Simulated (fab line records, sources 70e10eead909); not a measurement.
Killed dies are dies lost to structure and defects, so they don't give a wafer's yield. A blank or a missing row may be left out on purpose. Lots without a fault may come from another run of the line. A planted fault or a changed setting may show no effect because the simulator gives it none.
fab line records | flow nand_harc
record lots=12 wafers=36 last_day=24
route steps=1159 shown A_BONDPAD@1089 THIN_TSV@1120 END@1159
lots that met no fault: from a run of the same line without faults
start_h: hours from the record's first day to the start of the lot's first wafer shown | wait_h: hours since the lot's step before | " the same as in the row above | L1.1+2: a row that stands for several wafers | - no value, or no start given | * or withheld: withheld | < > ~ a bound
route shown NAME@n: a module of which the file shows steps, and the number in the route of the first | usual: mean/standard deviation of fault-free wafers | same: alike in all rows | chamber/n: place in a boat | sites: the reading at each site | _std_site: their standard deviation | _edge_site: outer sites' mean less inner sites' | radius_mm: how far each site lies from the wafer's centre | mask NAME#n: copy n | behind: the tool/chamber that last shaped the wafer | hold: why the lot was held/for how many hours/how that ended | device: the transistor (n, p or np) that didn't switch | end of line: the same wafers' tests at the end of the route | a step without rows: its recipe alone | killed: dies lost to structure and defects at the first sort, not the wafer's yield | map: a wafer's dies, x killed, . not, _ none there
set.NAME: the setting as run; set.NAME@STEP: as run at that earlier step | model.NAME: the simulator's own value behind a step, which no gauge read
steps of the route over a sample of lots; a table a step, a row a wafer
services: from which hour (start_h, from the record's first day; less than 0 if before it) a tool's chamber was out of use, for how many hours, and why
## steps
# step NHARC_A_BONDPAD_THK_MEAS_20
# recipe thk_meas_gauge=xrf
# usual thk_nm=169.4/1.7
# columns lot.wafer tool chamber start_h wait_h thk_nm
L646.1 film_metro-02 - 413.41 - 171.4
L646.2 " - " " 169.4
L646.4 " - " " 171.4
L648.3 film_metro-01 - 417.88 - 170.5
L648.4 " - " " 167.0
L648.6 " - " " 168.3
L647.1 film_metro-02 - 418.80 - 169.2
L647.3 " - " " 168.5
L647.6 " - " " 167.4
L649.2 film_metro-02 - 443.50 - 171.6
L649.3 " - " " 169.8
L649.6 " - " " 168.5
L657.1 film_metro-01 - 485.65 - 168.5
L657.2 " - " " 170.5
L657.3 " - " " 168.1
L659.1 film_metro-02 - 487.57 - 170.7
L659.2 " - " " 171.8
L659.5 " - " " 169.9
L660.2 film_metro-01 - 491.22 - 169.6
L660.3 " - " " 172.5
L660.6 " - " " 172.3
L663.1 film_metro-01 - 492.33 - 170.7
L663.2 " - " " 170.1
L663.3 " - " " 170.6
L661.1 film_metro-01 - 504.18 - 167.5
L661.2 " - " " 167.6
L661.5 " - " " 169.6
L662.2 film_metro-01 - 513.94 - 168.8
L662.4 " - " " 171.8
L662.6 " - " " 169.2
L665.4 film_metro-01 - 514.99 - 167.5
L665.5 " - " " 171.5
L665.6 " - " " 167.0
L667.4 film_metro-01 - 534.74 - 168.5
L667.5 " - " " 173.7
L667.6 " - " " 166.1
# step NHARC_THIN_TSV_ETCH_15
# recipe target_depth_a=30000 bosch_target_overetch_cycles=2 bosch_etch_step_s=2.8 bosch_dep_step_s=1.2 bosch_cycles=14
# usual drypump_motor_current_A=5.7/0.41 he_backside_leak_sccm=2.67/0.27
# columns lot.wafer tool chamber start_h wait_h drypump_motor_current_A he_backside_leak_sccm rf_hours_counter_h
L646.4 rie_si-02 2 428.70 - 5.6 3.06 0.3
L646.2 " 0 " " 5.6 2.44 0.3
L646.1 " 1 " " 6.2 2.95 0.2
L648.4 rie_si-02 2 435.74 - 5.6 2.93 0.4
L648.3 " 3 " " 5.3 2.57 0.5
L648.6 " 2 " " 5.6 2.99 -
L647.1 rie_si-01 2 436.80 - 5.1 2.39 1.1
L647.3 " 3 " " 6.4 2.60 1.2
L647.6 " 3 " " 6.4 2.72 -
L649.3 rie_si-02 2 456.77 - 5.6 2.83 0.6
L649.2 " 0 " " 5.6 2.55 0.4
L649.6 " 2 " " 5.6 2.79 -
L657.1 rie_si-01 0 499.14 - 5.7 2.58 0.1
L657.2 " 1 " " 5.8 2.48 0.1
L657.3 " 2 " " 5.1 2.52 0.1
L659.1 rie_si-01 0 500.35 - 5.8 2.76 0.2
L659.2 " 1 " " 5.8 2.55 0.1
L659.5 " 0 " " 5.7 2.66 -
L660.2 rie_si-01 2 504.73 - 5.1 2.49 0.1
L660.3 " 3 " " 6.4 2.77 0.1
L660.6 " 2 " " 5.1 2.20 -
L663.3 rie_si-04 1 505.86 - 5.8 2.49 0.5
L663.1 " 2 " " 4.9 2.59 0.4
L663.2 " 3 " " 5.5 2.92 0.4
L661.2 rie_si-01 2 521.01 - 5.1 2.22 0.3
L661.1 " 3 " " 6.4 2.90 0.3
L661.5 " 3 " " 6.4 2.73 -
L662.2 rie_si-01 0 527.33 - 5.7 2.73 0.4
L662.4 " 1 " " 5.8 2.51 0.4
L662.6 " 3 " " 6.3 2.70 -
L665.5 rie_si-02 1 528.70 - 6.2 2.94 -
L665.4 " 3 " " 5.4 2.54 -
L665.6 " 0 " " 5.6 2.64 -
L667.4 rie_si-01 1 549.86 - 5.8 2.46 0.6
L667.6 " 1 " " 5.8 2.53 -
L667.5 " 2 " " 5.1 2.42 -
# step NHARC_THIN_TSV_STRIP_45
# recipe power_w=1500 temp_c=250 chemistry=O2
# usual drypump_motor_current_A=5.49/0.26 heater_power_w=364/13
# columns lot.wafer tool chamber start_h wait_h drypump_motor_current_A heater_power_w rf_hours_counter_h
L646.2 plasma_asher-02 1 428.92 0.1 5.28 345 13
L646.1 " 0 " " 5.68 369 13
L646.4 " 0 " " 5.64 374 -
L648.4 plasma_asher-01 0 436.05 0.2 5.18 336 -
L648.3 " 1 " " 5.86 341 -
L648.6 " 1 " " 5.88 363 -
L647.1 plasma_asher-02 1 437.02 0.1 5.24 344 17
L647.3 " 0 " " 5.67 374 -
L647.6 " 0 " " 5.64 385 -
L649.2 plasma_asher-02 1 457.03 0.1 5.25 354 23
L649.3 " 1 " " 5.26 345 -
L649.6 " 1 " " 5.27 354 -
L657.1 plasma_asher-01 1 499.35 0.1 5.83 362 10
L657.2 " 0 " " 5.19 368 10
L657.3 " 1 " " 5.87 364 -
L659.1 plasma_asher-01 1 500.58 0.1 5.83 364 10
L659.2 " 0 " " 5.21 358 10
L659.5 " 0 " " 5.16 364 -
L660.2 plasma_asher-02 0 505.00 0.1 5.69 388 44
L660.3 " 1 " " 5.24 330 -
L660.6 " 1 " " 5.25 344 -
L663.1 plasma_asher-01 1 506.30 0.3 5.87 366 12
L663.2 " 0 " " 5.19 365 12
L663.3 " 1 " " 5.85 362 -
L661.2 plasma_asher-01 1 521.23 0.1 5.84 366 17
L661.1 " 0 " " 5.17 365 17
L661.5 " 1 " " 5.82 364 -
L662.2 plasma_asher-01 0 527.53 0.1 5.18 364 19
L662.4 " 0 " " 5.18 375 -
L662.6 " 1 " " 5.79 361 -
L665.4 plasma_asher-02 0 528.99 0.2 5.68 378 -
L665.6 " 0 " " 5.69 386 -
L665.5 " 1 " " 5.26 352 -
L667.4 plasma_asher-02 0 550.23 0.2 5.65 364 -
L667.5 " 1 " " 5.27 371 -
L667.6 " 0 " " 5.64 375 -
# step NHARC_THIN_TSV_ANNEAL_58
# recipe temp_c=400 time_s=1800
# usual run_length_s=1822/11 spike_tc_bottom_C=421.2/1.9
# columns lot.wafer tool chamber start_h wait_h run_length_s spike_tc_bottom_C
L646.1 furnace-04 0 437.24 1.9 1819 422.7
L646.2 " 0 " " 1819 422.0
L646.4 " 0 " " 1819 423.0
L647.1 furnace-07 - 445.12 1.4 - -
L647.3 " - " " - -
L647.6 " - " " - -
L648.3 furnace-07 - 445.12 2.8 - -
L648.4 " - " " - -
L648.6 " - " " - -
L649.2 furnace-02 - 466.61 3.1 - -
L649.3 " - " " - -
L649.6 " - " " - -
L657.1 furnace-04 0 508.58 3.0 1807 422.2
L657.2 " 0 " " 1807 422.4
L657.3 " 0 " " 1807 423.1
L659.1 furnace-04 0 508.58 1.4 1807 421.7
L659.2 " 0 " " 1807 422.5
L659.5 " 0 " " 1807 421.5
L660.2 furnace-07 0 514.25 2.8 1821 417.8
L660.3 " 0 " " 1821 418.9
L660.6 " 0 " " 1821 419.1
L663.1 furnace-07 0 514.25 0.7 1824 418.7
L663.2 " 0 " " 1824 419.1
L663.3 " 0 " " 1824 418.3
L661.1 furnace-04 0 531.46 3.7 1809 420.8
L661.2 " 0 " " 1809 422.3
L661.5 " 0 " " 1809 421.2
L662.2 furnace-02 0 536.88 3.0 1832 423.2
L662.4 " 0 " " 1832 423.8
L662.6 " 0 " " 1832 422.3
L665.4 furnace-02 0 536.88 1.7 1836 423.7
L665.5 " 0 " " 1836 423.9
L665.6 " 0 " " 1836 424.0
L667.4 furnace-07 0 559.05 2.8 1820 418.9
L667.5 " 0 " " 1820 420.1
L667.6 " 0 " " 1820 419.9
# step NHARC_END_SORT_01
# recipe temp_c=25
# usual defect_limited_yield=95.5/1.3 killed_at_array=26/8.4 killed_at_other=0.7/0.97 killed_at_periphery=3.2/2.2 killed_dies=30/8.5 killed_open=3.4/2 killed_short=2/1.3 sort_bin_2_pct=1.5/0.52 sort_bin_3_pct=0.21/0.18 sort_bin_4_pct=2.8/0.91 sort_n_pass=647/8.5 sort_rim_yield_pct=94.8/2.7 sort_yield_pct=95.5/1.3
# same gross_dies=677 sort_bin_5_pct[%]=0 sort_bin_6_pct[%]=0 sort_bin_7_pct[%]=0 sort_bin_8_pct[%]=0 sort_rim_n_gross=106.00
# columns lot.wafer tool chamber start_h wait_h defect_limited_yield[%] killed_at_array killed_at_other killed_at_periphery killed_dies killed_open killed_short sort_bin_2_pct[%] sort_bin_3_pct[%] sort_bin_4_pct[%] sort_n_pass sort_rim_yield_pct[%] sort_yield_pct[%]
L647.1 prober-01 0 457.36 2.5 97.8 15 0 0 15 1 4 0.7 0.15 1.3 662 99.1 97.8
L647.3 prober-01 0 458.93 3.1 96.2 26 0 0 26 7 2 0.9 0 3.0 651 99.1 96.2
L647.6 prober-01 0 461.29 3.9 96.5 23 0 1 24 4 5 1.5 0.15 1.9 653 98.1 96.5
L649.2 prober-01 0 471.92 2.8 96.6 20 1 2 23 1 3 1.5 0.30 1.6 654 92.5 96.6
L649.3 prober-01 0 472.72 3.1 98.4 8 0 3 11 1 1 0.7 0 0.9 666 97.2 98.4
L649.6 prober-01 0 475.15 4.0 96.9 16 0 5 21 5 1 0.9 0.44 1.8 656 97.2 96.9
L657.1 prober-01 0 513.07 2.5 92.8 43 0 6 49 3 3 2.4 0.15 4.7 628 96.2 92.8
L657.2 prober-01 0 513.89 2.8 93.1 46 0 1 47 8 2 1.9 0.15 4.9 630 87.7 93.1
L657.3 prober-01 0 514.71 3.1 93.9 36 1 4 41 6 3 1.9 0.30 3.8 636 95.3 93.9
L659.1 prober-02 0 513.09 2.5 93.6 33 1 9 43 5 2 2.4 0.30 3.7 634 91.5 93.6
L659.2 prober-02 0 513.88 2.8 94.2 32 4 3 39 1 1 1.5 0.44 3.8 638 95.3 94.2
L659.5 prober-02 0 516.24 3.6 93.6 41 2 0 43 1 0 1.8 0.44 4.1 634 94.3 93.6
L663.1 prober-01 0 528.83 2.5 96.5 22 0 2 24 3 0 1.0 0 2.5 653 96.2 96.5
L663.2 prober-01 0 529.64 2.8 96.6 19 0 4 23 3 1 0.9 0.44 2.1 654 95.3 96.6
L663.3 prober-01 0 530.44 3.1 94.8 31 0 4 35 2 6 1.6 0.44 3.1 642 93.4 94.8
L661.1 prober-02 0 536.42 2.5 93.1 43 1 3 47 1 2 2.4 0 4.6 630 94.3 93.1
L661.2 prober-02 0 537.21 2.8 94.4 33 2 3 38 3 0 2.5 0.15 3.0 639 90.6 94.4
L661.5 prober-02 0 539.60 3.7 93.9 40 0 1 41 3 3 2.1 0.15 3.8 636 93.4 93.9
L662.2 prober-01 0 542.19 2.8 95.9 26 1 1 28 5 2 1.3 0.44 2.4 649 93.4 95.9
L662.4 prober-01 0 543.79 3.4 96.0 24 1 2 27 0 1 1.9 0.15 1.9 650 96.2 96.0
L662.6 prober-01 0 545.38 4.0 94.7 35 1 0 36 4 1 0.7 0.89 3.7 641 96.2 94.7
# killed by level:class
L647.1 A_WL_FILL:geometric_particle:short=2 A_CHANNEL_HOLE_D1:chamber_film_flake=2 A_SLIT:chamber_film_flake=2 A_WL_FILL:chamber_film_flake=2 A_BONDPAD:chamber_film_flake=2 A_ONON_D1:geometric_particle:short=1 A_CHANNEL_FILL_D1:geometric_particle:short=1 A_WL_FILL:geometric_particle:open=1
L647.3 A_CONTACT:geometric_particle:open=4 A_CHANNEL_FILL_D1:chamber_film_flake=4 A_SLIT:chamber_film_flake=3 A_CONTACT:chamber_film_flake=3 A_CHANNEL_HOLE_D1:chamber_film_flake=2 A_STAIRCASE:chamber_film_flake=2 A_SOURCE_PLATE:geometric_particle:short=1 A_ONON_D1:geometric_particle:open=1
L647.6 A_CHANNEL_FILL_D1:chamber_film_flake=3 A_CONTACT:chamber_film_flake=3 A_BONDPAD:chamber_film_flake=3 A_ONON_D1:geometric_particle:short=2 A_WL_FILL:geometric_particle:short=2 A_CONTACT:geometric_particle:open=2 A_CHANNEL_HOLE_D1:chamber_film_flake=2 A_SLIT:chamber_film_flake=2
L649.2 A_SLIT:chamber_film_flake=6 A_CONTACT:chamber_film_flake=4 A_BLC:chamber_film_flake=4 A_CHANNEL_HOLE_D1:chamber_film_flake=2 P_M0:geometric_particle:short=1 A_ONON_D1:geometric_particle:short=1 A_ONON_D1:geometric_particle:open=1 A_WL_FILL:geometric_particle:short=1
L649.3 A_CHANNEL_HOLE_D1:chamber_film_flake=3 A_BLC:chamber_film_flake=3 A_SLIT:chamber_film_flake=2 P_CONTACT:geometric_particle:open=1 P_M0:geometric_particle:short=1 P_BONDPAD:chamber_film_flake=1
L649.6 A_SLIT:chamber_film_flake=8 P_GATE:geometric_particle:open=2 A_CONTACT:geometric_particle:open=2 P_BONDPAD:chamber_film_flake=2 A_CONTACT:chamber_film_flake=2 A_BLC:chamber_film_flake=2 P_CONTACT:geometric_particle:short=1 A_ONON_D1:geometric_particle:open=1
L657.1 A_CHANNEL_HOLE_D1:chamber_film_flake=16 A_SLIT:chamber_film_flake=15 A_M1:chamber_film_flake=4 P_GATE:chamber_film_flake=3 A_CONTACT:chamber_film_flake=3 P_CONTACT:geometric_particle:short=1 P_CONTACT:geometric_particle:open=1 A_WL_FILL:geometric_particle:short=1
L659.1 A_CHANNEL_HOLE_D1:chamber_film_flake=15 P_BONDPAD:chamber_film_flake=7 A_STAIRCASE:chamber_film_flake=7 A_SGD_CUT:geometric_particle:short=2 P_GATE:chamber_film_flake=2 A_WL_FILL:chamber_film_flake=2 A_M1:chamber_film_flake=2 A_SOURCE_PLATE:geometric_particle:open=1
L659.2 A_CHANNEL_HOLE_D1:chamber_film_flake=15 A_STAIRCASE:chamber_film_flake=7 THIN_TSV:chamber_film_flake=4 A_M1:chamber_film_flake=3 P_BONDPAD:chamber_film_flake=2 A_CHANNEL_FILL_D1:chamber_film_flake=2 A_CONTACT:chamber_film_flake=2 A_CHANNEL_FILL_D1:geometric_particle:short=1
L657.2 A_CHANNEL_HOLE_D1:chamber_film_flake=18 A_SLIT:chamber_film_flake=8 A_STAIRCASE:chamber_film_flake=4 A_CONTACT:geometric_particle:open=3 A_M1:chamber_film_flake=3 A_M1:geometric_particle:open=2 A_ONON_D1:geometric_particle:open=1 A_CHANNEL_FILL_D1:geometric_particle:open=1
L657.3 A_CHANNEL_HOLE_D1:chamber_film_flake=16 A_SLIT:chamber_film_flake=10 A_CONTACT:geometric_particle:open=3 A_CONTACT:chamber_film_flake=2 P_CONTACT:geometric_particle:short=1 P_CONTACT:geometric_particle:open=1 P_M0:geometric_particle:short=1 A_CHANNEL_FILL_D1:geometric_particle:short=1
L659.5 A_CHANNEL_HOLE_D1:chamber_film_flake=23 A_STAIRCASE:chamber_film_flake=8 A_CONTACT:chamber_film_flake=3 A_M1:chamber_film_flake=3 A_WL_FILL:chamber_film_flake=2 THIN_TSV:chamber_film_flake=2 A_CHANNEL_FILL_D1:geometric_particle:open=1 A_CHANNEL_FILL_D1:chamber_film_flake=1
L663.1 A_CHANNEL_HOLE_D1:chamber_film_flake=17 P_CONTACT:chamber_film_flake=2 A_STAIRCASE:chamber_film_flake=2 A_SOURCE_PLATE:geometric_particle:open=1 A_ONON_D1:geometric_particle:open=1 A_CONTACT:geometric_particle:open=1
L663.2 A_CHANNEL_HOLE_D1:chamber_film_flake=13 A_CONTACT:geometric_particle:open=2 P_STI:chamber_film_flake=2 P_M0:geometric_particle:open=1 A_CONTACT:geometric_particle:short=1 P_CONTACT:chamber_film_flake=1 A_CHANNEL_FILL_D1:chamber_film_flake=1 A_STAIRCASE:chamber_film_flake=1
L663.3 A_CHANNEL_HOLE_D1:chamber_film_flake=17 A_STAIRCASE:chamber_film_flake=3 A_CHANNEL_FILL_D1:geometric_particle:short=2 A_CONTACT:geometric_particle:open=2 P_ZERO_WELL:chamber_film_flake=2 A_CHANNEL_FILL_D1:chamber_film_flake=2 A_CONTACT:chamber_film_flake=2 P_CONTACT:geometric_particle:short=1
L661.1 A_SLIT:chamber_film_flake=19 A_STAIRCASE:chamber_film_flake=11 A_CHANNEL_HOLE_D1:chamber_film_flake=5 A_CHANNEL_FILL_D1:geometric_particle:short=2 A_CONTACT:chamber_film_flake=2 P_GATE:geometric_particle:open=1 P_ZERO_WELL:chamber_film_flake=1 P_GATE:chamber_film_flake=1
L661.2 A_STAIRCASE:chamber_film_flake=11 A_SLIT:chamber_film_flake=11 A_CHANNEL_HOLE_D1:chamber_film_flake=7 A_CHANNEL_HOLE_D1:geometric_particle:open=1 A_BLC:geometric_particle:open=1 A_M0:geometric_particle:open=1 P_ZERO_WELL:chamber_film_flake=1 P_STI:chamber_film_flake=1
L661.5 A_SLIT:chamber_film_flake=20 A_STAIRCASE:chamber_film_flake=7 A_CHANNEL_HOLE_D1:chamber_film_flake=4 A_CONTACT:chamber_film_flake=2 P_STI:geometric_particle:short=1 A_ONON_D1:geometric_particle:short=1 A_CHANNEL_FILL_D1:geometric_particle:open=1 A_SGD_CUT:geometric_particle:open=1
L662.2 A_CHANNEL_HOLE_D1:chamber_film_flake=16 A_STAIRCASE:chamber_film_flake=2 A_CONTACT:chamber_film_flake=2 P_GATE:geometric_particle:open=1 A_ONON_D1:geometric_particle:open=1 A_SGD_CUT:geometric_particle:short=1 A_WL_FILL:geometric_particle:short=1 A_WL_FILL:geometric_particle:open=1
L662.4 A_CHANNEL_HOLE_D1:chamber_film_flake=19 A_STAIRCASE:chamber_film_flake=2 A_CONTACT:chamber_film_flake=2 A_BLC:geometric_particle:short=1 P_ZERO_WELL:chamber_film_flake=1 P_STI:chamber_film_flake=1 HYBRID_BOND:latent=1
L662.6 A_CHANNEL_HOLE_D1:chamber_film_flake=26 A_CONTACT:chamber_film_flake=3 A_CONTACT:geometric_particle:open=2 A_CHANNEL_FILL_D1:geometric_particle:short=1 A_SGD_CUT:geometric_particle:open=1 A_WL_FILL:geometric_particle:open=1 A_SLIT:chamber_film_flake=1 THIN_TSV:chamber_film_flake=1
## services
# columns tool chamber start_h hours kind
rie_si-01 2 406.76 1.4 repair
furnace-04 - 418.26 1.3 repair
furnace-07 - 450.65 2.8 repair
plasma_asher-01 - 450.66 13.9 repair
rie_si-04 - 453.00 9.0 pm
plasma_asher-01 0 473.54 - clean
plasma_asher-01 1 473.54 - clean
rie_si-01 0 478.81 5.6 repair
rie_si-01 - 481.00 9.0 pm
rie_si-01 1 481.00 9.0 vent_cycle
rie_si-01 2 481.00 9.0 vent_cycle
rie_si-01 3 481.00 9.0 vent_cycle
rie_si-02 2 489.80 3.5 repair
rie_si-01 0 490.00 - clean
rie_si-01 1 490.00 - clean
rie_si-01 2 490.00 - clean
rie_si-01 3 490.00 - clean
plasma_asher-02 - 505.78 0.5 repair
rie_si-02 2 519.21 13.5 repair
plasma_asher-01 - 527.92 2.7 repair
furnace-07 - 537.26 1.9 repair
plasma_asher-02 - 537.30 9.0 pm
rie_si-02 2 549.79 10.1 repair
rie_si-02 0 553.47 21.9 repair
## key
first_sign step=NHARC_THIN_TSV_ANNEAL_58 reading=tool_record direction=missing
effect none on later readings
met_at NHARC_THIN_TSV_ANNEAL_58
struck_lots L647,L648,L649
not_acting_at NHARC_A_BONDPAD_THK_MEAS_20,NHARC_THIN_TSV_ETCH_15,NHARC_THIN_TSV_STRIP_45
fault kind=skipped_step_whole tool=furnace-02,furnace-07 chamber=- onset_h=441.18 steps=NHARC_THIN_TSV_ANNEAL_58 scope=struck_lots_only
